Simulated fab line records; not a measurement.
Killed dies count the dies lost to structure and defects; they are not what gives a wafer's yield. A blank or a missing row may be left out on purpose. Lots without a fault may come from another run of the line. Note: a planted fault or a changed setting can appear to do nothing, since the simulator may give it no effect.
What tool caused it?	flow nand-harc	24 lots with 72 wafers sampled at 6 steps, on a route of 1159 steps

== WHAT EACH GAUGE READ, for each wafer ==
NHARC_P_M2_OVL_MEAS_10: pitch 340 nm. Usual: overlay-x-nm -0.2 nm, standard deviation 0.81; overlay-y-nm -0.1 nm, standard deviation 0.74.
lot	measured	on	overlay-x-nm (nm)	overlay-y-nm (nm)	flag
L075	day 6 15:09	overlay-01	0.9 0.9 1.2	-0.1 0.0 0.1	
L074	day 6 15:43	overlay-02	0.9 0.7 1.1	0.6 1.0 0.8	
L076	day 6 16:22	overlay-02	-0.7 0.2 -1.0	-1.2 -1.4 -2.0	
L077	day 6 22:35	overlay-01	1.2 0.7 1.1	-0.3 -0.1 -0.1	
L078	day 7 10:47	overlay-01	-1.2 -1.1 -0.9	1.6 0.7 1.1	
L079	day 7 16:10	overlay-02	1.1 0.3 0.6	0.2 0.1 0.0	
L080	day 7 19:05	overlay-02	-0.6 -0.6 -1.2	-0.5 -0.6 -0.3	
L081	day 7 21:34	overlay-01	-0.6 -0.7 -0.1	-0.5 -0.5 -0.7	
L082	day 8 04:03	overlay-02	-0.2 0.1 -0.7	-0.9 -1.4 -1.2	
L083	day 8 16:24	overlay-02	-0.3 -0.3 -0.2	1.4 1.2 1.3	
L084	day 8 16:56	overlay-01	0.3 0.5 -0.2	-0.7 -0.2 -0.4	
L088	day 9 11:02	overlay-01	-1.8 -1.6 -1.3	-0.3 -0.2 0.5	
L087	day 9 14:11	overlay-01	-0.1 0.4 0.4	0.9 0.1 1.2	
L085	day 9 14:46	overlay-02	-0.2 -0.2 -0.4	-1.0 -0.3 -0.4	
L086	day 10 04:17	overlay-01	-1.8 -2.1 -1.6	-0.6 -0.1 -0.4	
L090	day 10 05:29	overlay-01	-0.5 -0.3 -0.2	-0.4 -0.4 0.7	
L089	day 10 06:17	overlay-02	0.0 -0.5 -0.2	-0.5 -0.8 -0.5	
L091	day 10 14:07	overlay-02	1.0 1.0 0.6	0.1 0.3 0.3	
L094	day 10 20:47	overlay-02	-0.2 -1.1 -0.4	0.4 -0.2 -0.3	
L092	day 10 21:21	overlay-01	-0.4 -0.4 0.0	0.3 -0.2 0.7	
L093	day 10 22:59	overlay-01	0.4 0.5 0.7	-0.4 -0.5 -0.4	
L095	day 11 12:28	overlay-02	-0.2 -0.4 0.1	-0.3 -0.4 0.4	
L097	day 11 15:28	overlay-02	-1.5 -1.7 -1.1	-1.0 -1.1 -1.4	
L096	day 11 20:37	overlay-02	-0.1 0.2 0.1	0.5 0.4 0.4	

NHARC_A_ONON_D1_THK_MEAS_18: measures by ellipsometry. Usual: thk-nm reads 1001 nm (standard deviation 10).
lot	measured	on	thk-nm (nm)	flag
L075	day 8 14:01	film-metro-02	1000 998 999	
L074	day 8 14:01	film-metro-01	1009 1006 1009	
L076	day 8 14:22	film-metro-01	1010 1010 1011	
L077	day 8 14:02	film-metro-01	1010 1011 1012	
L078	day 9 04:52	film-metro-01	1004 1004 1004	
L079	day 9 15:30	film-metro-01	993 993 993	
L080	day 9 15:08	film-metro-02	998 996 996	
L081	day 9 15:09	film-metro-01	1003 1004 1002	
L082	day 10 00:49	film-metro-02	1009 1007 1010	
L083	day 10 09:48	film-metro-01	1026 1027 1026	
L084	day 10 09:49	film-metro-02	1005 1005 1005	
L088	day 11 06:39	film-metro-02	996 998 998	
L087	day 11 06:39	film-metro-02	979 979 981	
L085	day 11 11:38	film-metro-01	979 978 977	
L086	day 11 22:51	film-metro-01	1004 1004 1005	
L090	day 11 22:42	film-metro-01	1001 1000 1002	
L089	day 11 22:42	film-metro-02	1008 1006 1006	
L091	day 12 07:41	film-metro-01	1009 1010 1007	
L094	day 12 14:05	film-metro-01	1010 1010 1009	
L092	day 12 14:05	film-metro-01	994 996 997	
L093	day 12 14:06	film-metro-02	997 997 997	
L095	day 13 10:43	film-metro-01	993 995 993	
L097	day 13 10:41	film-metro-01	988 989 988	
L096	day 13 14:08	film-metro-02	1005 1007 1004	

== WHAT TOOL EACH LOT RAN ON (gives the tool, then ch and the chambers of the sampled wafers, and finally the start) ==
lot	NHARC_P_M2_DEGAS_29	NHARC_P_M2_CMP_23	NHARC_P_M2_DEP_33	NHARC_P_BONDPAD_ETCH_37
L075	pvd-sputter-01, day 6 16:17	cmp-02 ch 0,1,2, day 6 17:25	pecvd-04 ch 0,2, day 6 18:05	rie-diel-05 ch 0,1,3, day 6 20:15
L074	pvd-sputter-03, day 6 16:55	cmp-04 ch 0,1,2, day 6 18:01	pecvd-02 ch 0,1, day 6 18:38	rie-diel-12 ch 1,3, day 6 20:34
L076	pvd-sputter-02, day 6 17:29	cmp-04 ch 1,2,3, day 6 18:35	pecvd-03 ch 0,1,2, day 6 19:14	rie-diel-05 ch 0,1,2, day 6 21:20
L077	pvd-sputter-02, day 6 23:47	cmp-04 ch 0,1,2, day 7 00:51	pecvd-03 ch 0,1, day 7 01:29	rie-diel-01 ch 1,2,3, day 7 03:23
L078	pvd-sputter-01, day 7 11:56	cmp-04 ch 0,2,3, day 7 13:13	pecvd-03 ch 0,1,2, day 7 13:49	rie-diel-12 ch 1,2,3, day 7 15:46
L079	pvd-sputter-02, day 7 17:22	cmp-03 ch 0,1,2, day 7 18:26	pecvd-03 ch 0,1, day 7 19:04	rie-diel-01 ch 0,2,3, day 7 21:07
L080	pvd-sputter-02, day 7 20:14	cmp-03 ch 0,3, day 7 21:19	pecvd-03 ch 0,1,2, day 7 21:56	rie-diel-01 ch 0,1,2, day 7 23:44
L081	pvd-sputter-03, day 7 22:42	cmp-02 ch 0,1, day 7 23:47	pecvd-04 ch 1,2, day 8 00:24	rie-diel-01 ch 0,2, day 8 02:31
L082	pvd-sputter-02, day 8 05:16	cmp-03 ch 2,3, day 8 06:26	pecvd-03 ch 2, day 8 07:05	rie-diel-01 ch 0,3, day 8 09:22
L083	pvd-sputter-01, day 8 17:37	cmp-03 ch 0,1,2, day 8 18:43	pecvd-03 ch 0,1, day 8 19:20	rie-diel-12 ch 0,1,3, day 8 21:14
L084	pvd-sputter-01, day 8 18:03	cmp-04 ch 1,2,3, day 8 19:11	pecvd-03 ch 1,2, day 8 19:47	rie-diel-12 ch 0,2,3, day 8 21:44
L088	pvd-sputter-01, day 9 12:09	cmp-02 ch 1,2, day 9 13:18	pecvd-03 ch 0,1,2, day 9 14:01	rie-diel-01 ch 0,1,3, day 9 16:00
L087	pvd-sputter-01, day 9 15:19	cmp-02 ch 0,1,2, day 9 16:27	pecvd-02 ch 1,2, day 9 17:04	rie-diel-01 ch 0,3, day 9 19:00
L085	pvd-sputter-02, day 9 15:53	cmp-03 ch 0,1,3, day 9 16:58	pecvd-04 ch 0,1,2, day 9 17:35	rie-diel-12 ch 2,3, day 9 19:34
L086	pvd-sputter-03, day 10 05:26	cmp-03 ch 1,2, day 10 06:33	pecvd-04 ch 0,1, day 10 07:08	rie-diel-01 ch 1,2, day 10 09:05
L090	pvd-sputter-01, day 10 06:37	cmp-02 ch 0,1,3, day 10 07:44	pecvd-03 ch 0,1,2, day 10 08:17	rie-diel-12 ch 0,2,3, day 10 10:15
L089	pvd-sputter-03, day 10 07:25	cmp-03 ch 0,2,3, day 10 08:31	pecvd-02 ch 0,1,2, day 10 09:07	rie-diel-01 ch 0,1,2, day 10 11:05
L091	pvd-sputter-03, day 10 15:19	cmp-04 ch 0,1,2, day 10 16:27	pecvd-03 ch 0,1,2, day 10 17:01	rie-diel-12 ch 0,1, day 10 18:59
L094	pvd-sputter-01, day 10 21:57	cmp-04 ch 1,2,3, day 10 23:04	pecvd-02 ch 0,1,2, day 10 23:39	rie-diel-01 ch 1,2,3, day 11 01:28
L092	pvd-sputter-02, day 10 22:32	cmp-03 ch 0,1,2, day 10 23:39	pecvd-03 ch 0,1, day 11 00:25	rie-diel-01 ch 1,2,3, day 11 02:23
L093	pvd-sputter-01, day 11 00:07	cmp-03 ch 0,1,3, day 11 01:14	pecvd-04 ch 1,2, day 11 01:53	rie-diel-01 ch 1,2, day 11 03:52
L095	pvd-sputter-02, day 11 13:35	cmp-02 ch 1,2,3, day 11 14:43	pecvd-03 ch 0,1,2, day 11 15:19	rie-diel-01 ch 1,3, day 11 17:16
L097	pvd-sputter-02, day 11 16:42	cmp-02 ch 0,2,3, day 11 17:58	pecvd-04 ch 0,1,2, day 11 18:35	rie-diel-01 ch 0,1,3, day 11 20:40
L096	pvd-sputter-03, day 11 21:44	cmp-04 ch 0,3, day 11 22:50	pecvd-03 ch 0,2, day 11 23:30	rie-diel-01 ch 1,2,3, day 12 01:25
- NHARC_P_M2_DEGAS_29: time 60 s.
- NHARC_P_M2_CMP_23: polishes, t overpolish 20 s, target thk 144.3 nm.
- NHARC_P_M2_DEP_33: deposits SiCN, target thk 30 nm.
- NHARC_P_BONDPAD_ETCH_37: etches the open film in N2/H2, target depth 60 nm, overetch 18 nm, time 65.91 s.

== AS READ BY THE TOOLS THEMSELVES (means over the sampled wafers that have a number; for cases with no such wafer, the mark the record gives instead) ==
NHARC_P_M2_DEGAS_29. Usual: heater-power-w reads 348 W (standard deviation 32).
lot	tool	heater-power-w (W)	flag
L075	pvd-sputter-01	364	
L074	pvd-sputter-03	319	
L076	pvd-sputter-02	362	
L077	pvd-sputter-02	348	
L078	pvd-sputter-01	364	
L079	pvd-sputter-02	351	
L080	pvd-sputter-02	315	
L081	pvd-sputter-03	327	
L082	pvd-sputter-02	365	
L083	pvd-sputter-01	351	
L084	pvd-sputter-01	359	
L088	pvd-sputter-01	353	
L087	pvd-sputter-01	377	
L085	pvd-sputter-02	313	
L086	pvd-sputter-03	345	
L090	pvd-sputter-01	355	
L089	pvd-sputter-03	316	
L091	pvd-sputter-03	333	
L094	pvd-sputter-01	355	
L092	pvd-sputter-02	363	
L093	pvd-sputter-01	374	
L095	pvd-sputter-02	310	
L097	pvd-sputter-02	331	
L096	pvd-sputter-03	333	

NHARC_P_M2_CMP_23. Usual: motor-current-A 12.1 A, standard deviation 0.96; time-to-endpoint-s 28.0 s, standard deviation 2.2.
lot	tool	motor-current-A (A)	time-to-endpoint-s (s)	flag
L075	cmp-02	12.4	30.8	
L074	cmp-04	12.4	24.5	
L076	cmp-04	12.0	27.5	
L077	cmp-04	12.2	27.3	
L078	cmp-04	11.9	27.8	
L079	cmp-03	12.0	27.9	
L080	cmp-03	12.6	26.9	
L081	cmp-02	12.8	30.0	
L082	cmp-03	11.8	28.5	
L083	cmp-03	12.1	29.2	
L084	cmp-04	12.4	28.7	
L088	cmp-02	11.7	27.4	
L087	cmp-02	12.6	26.0	
L085	cmp-03	12.4	28.3	
L086	cmp-03	11.5	28.4	
L090	cmp-02	12.4	24.3	
L089	cmp-03	12.4	31.2	
L091	cmp-04	11.9	27.2	
L094	cmp-04	12.0	28.6	
L092	cmp-03	11.7	26.4	
L093	cmp-03	12.2	31.3	
L095	cmp-02	11.3	27.1	
L097	cmp-02	12.2	27.9	
L096	cmp-04	12.1	28.0	

NHARC_P_M2_DEP_33. Usual: heater-power-outer-w 355 W, standard deviation 65; heater-power-w 604 W, standard deviation 78.
lot	tool	heater-power-outer-w (W)	heater-power-w (W)	flag
L075	pecvd-04	312	558	
L074	pecvd-02	434	690	
L076	pecvd-03	343	586	
L077	pecvd-03	402	660	
L078	pecvd-03	334	586	
L079	pecvd-03	430	699	
L080	pecvd-03	361	612	
L081	pecvd-04	363	632	
L082	pecvd-03	252	499	
L083	pecvd-03	413	666	
L084	pecvd-03	374	657	
L088	pecvd-03	360	605	
L087	pecvd-02	400	649	
L085	pecvd-04	327	570	
L086	pecvd-04	307	537	
L090	pecvd-03	347	607	
L089	pecvd-02	391	638	
L091	pecvd-03	366	630	
L094	pecvd-02	368	613	
L092	pecvd-03	439	707	
L093	pecvd-04	400	668	
L095	pecvd-03	327	585	
L097	pecvd-04	345	592	
L096	pecvd-03	285	525	

NHARC_P_BONDPAD_ETCH_37. Usual: drypump-motor-current-A 5.9 A, standard deviation 0.55; h2-flow-sccm 150.1 sccm, standard deviation 0.43; oes-product-au 0.999 a.u., standard deviation 0.0076; rf-vpp-V 432.7 V, standard deviation 2; showerhead-plenum-p-Torr 2.12 Torr, standard deviation 0.064; throttle-valve-pct 14.172 %, standard deviation 0.0099.
lot	tool	drypump-motor-current-A (A)	h2-flow-sccm (sccm)	oes-product-au (a.u.)	rf-vpp-V (V)	showerhead-plenum-p-Torr (Torr)	throttle-valve-pct (%)	flag
L075	rie-diel-05	6.1	150.4	0.997	431.8	2.07	14.170	
L074	rie-diel-12	5.8	149.7	1.006	434.2	2.19	14.180	
L076	rie-diel-05	6.0	150.0	1.007	432.6	2.11	14.166	
L077	rie-diel-01	5.8	150.1	0.992	432.0	2.14	14.169	
L078	rie-diel-12	5.7	149.7	1.005	433.0	2.14	14.180	
L079	rie-diel-01	6.0	150.1	0.999	432.8	2.12	14.171	
L080	rie-diel-01	5.8	150.0	1.004	433.1	2.14	14.171	
L081	rie-diel-01	6.0	149.9	0.996	433.1	2.12	14.172	
L082	rie-diel-01	6.6	150.4	1.001	432.1	2.09	14.163	
L083	rie-diel-12	5.7	149.7	0.999	431.6	2.08	14.178	
L084	rie-diel-12	5.7	149.4	0.996	429.9	2.03	14.171	
L088	rie-diel-01	6.3	150.4	1.003	431.9	2.11	14.169	
L087	rie-diel-01	6.6	150.6	1.000	431.7	2.10	14.163	
L085	rie-diel-12	5.7	150.0	0.985	431.3	2.09	14.176	
L086	rie-diel-01	5.2	149.9	1.007	434.1	2.16	14.173	
L090	rie-diel-12	5.7	150.1	0.996	434.6	2.14	14.177	
L089	rie-diel-01	5.7	150.2	0.992	433.7	2.14	14.171	
L091	rie-diel-12	5.8	149.9	0.994	435.2	2.21	14.180	
L094	rie-diel-01	5.8	150.3	0.998	433.0	2.13	14.180	
L092	rie-diel-01	5.8	149.9	0.999	432.3	2.13	14.181	
L093	rie-diel-01	5.2	149.9	0.993	434.2	2.16	14.167	
L095	rie-diel-01	6.1	149.9	0.997	432.2	2.13	14.173	
L097	rie-diel-01	6.3	149.9	0.997	432.9	2.11	14.161	
L096	rie-diel-01	5.8	149.8	0.997	433.0	2.13	14.176	

== THE ANSWER, worked out from the rows above alone ==
Rule: lot off if the mean of its wafers having a number is beyond 3 standard deviations from the usual mean. A lot without any number at a reading at which 4 lots or more have one is off too. Any other lot the step has rows for is counted as sound. First the gauges in route order, then the tools' own readings, where a lot's mean is used as printed above. The first step at which some lot is off is used, and at that step the reading that is off furthest; a lot without a number counts as furthest.
No lot is off on any of the readings shown, so nothing can be concluded from this.

== WHAT WAS PUT IN BY THE SIMULATOR ==
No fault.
